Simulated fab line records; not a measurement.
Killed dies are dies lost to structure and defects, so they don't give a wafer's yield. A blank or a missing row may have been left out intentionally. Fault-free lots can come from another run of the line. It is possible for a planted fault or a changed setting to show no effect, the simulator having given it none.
Lot-split experiment -- flow n5Finfet -- 21 wafers read from 7 lots, route of 1938 steps

== SPLIT DETAILS ==
At N5_MOL_CONTACT_COAG_CVD_140 (deposits W, target thk 66.5 nm, time 215 s), the setting targetThkA was moved away from the recipe's 665 angstrom on 9 of the 21 wafers read, by -8.6% to +10.7%. The other wafers ran this setting at the recipe's value.

The reading is taken at the split's own step.

== THE READING ==
W_of_MOL_CONTACT_COAG_CVD_140.thkNm (the simulator's own value, which no gauge read), in nm, at N5_MOL_CONTACT_COAG_CVD_140 (deposits W, target thk 66.5 nm, time 215 s). No usual value for it is given in the file. Across the 12 wafers here that went through the recipe, the average is 66.1 nm and the standard deviation 0.8 nm.

wafer,"tool, chamber at the split","targetThkA as run, angstrom",against the recipe,"W_of_MOL_CONTACT_COAG_CVD_140.thkNm, nm",against lot-mates on the recipe
L074.2,"cvdW-01, 0",665,recipe,65.6,-
L074.3,"cvdW-01, 1",607.6,-8.6%,60.8,-4.8
L074.6,"cvdW-01, 1",607.6,-8.6%,61,-4.6
L075.2,"cvdW-02, 0",665,recipe,66,-
L075.3,"cvdW-02, 1",665,recipe,67.4,-
L075.6,"cvdW-02, 1",665,recipe,66.2,-
L084.1,"cvdW-02, 0",736.1,+10.7%,73.6,+6.7
L084.5,"cvdW-02, 1",665,recipe,67.4,-
L084.6,"cvdW-02, 0",665,recipe,66.4,-
L085.2,"cvdW-01, 0",665,recipe,66,-
L085.4,"cvdW-01, 1",617,-7.2%,60.8,-5.2
L085.6,"cvdW-01, 0",617,-7.2%,61,-5.0
L087.3,"cvdW-01, 1",708.6,+6.6%,70.8,no lot-mate on the recipe
L087.4,"cvdW-01, 0",708.6,+6.6%,71.8,no lot-mate on the recipe
L087.6,"cvdW-01, 1",708.6,+6.6%,70.4,no lot-mate on the recipe
L088.1,"cvdW-01, 1",665,recipe,66.6,-
L088.3,"cvdW-01, 1",696,+4.7%,69.2,+2.5
L088.4,"cvdW-01, 0",665,recipe,66.8,-
L090.2,"cvdW-01, 0",665,recipe,64.6,-
L090.3,"cvdW-01, 1",665,recipe,65.2,-
L090.5,"cvdW-01, 1",665,recipe,65.6,-

FIT RESULTS
A straight line over all 21 wafers: W_of_MOL_CONTACT_COAG_CVD_140.thkNm changes by +0.686 nm for each +1% of targetThkA; r = +0.98; the points scatter about the line by 0.73 nm.
The same after taking each lot's own level away (the mean of its wafers on the recipe; 18 wafers): +0.611 nm for each +1%; r = +0.99; scatter 0.5 nm.
The reading moves by 6.5 nm for the largest change in targetThkA, on that fit.
The lots' own levels span 65.13 to 66.90 nm, that is 2.2 times the standard deviation above.
So the lot-to-lot level changes the slope: the two fits differ.
Check: +6.37 nm against its lot-mates is what the line predicts for one of the wafers moved furthest among these (+10.7%) when that wafer is left out of the fit. Against them it came out at +6.7 nm.

== OTHER SPLITS APPLIED TO THESE WAFERS ==
Other splits were also applied to these wafers ahead of the reading. Each is held against what the fit with the lots' levels taken away leaves over:
other split on the same wafers,wafers away from the commonest value,r with W_of_MOL_CONTACT_COAG_CVD_140.thkNm (lot level and that fit taken away)
N5_MOL_CONTACT_COAG_ALD_123 aldCycles,7,-0.27

== FILE'S OWN FIT ==
W_of_MOL_CONTACT_COAG_CVD_140.thkNm changes by +0.612 nm for each +1% of targetThkA, r = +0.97.
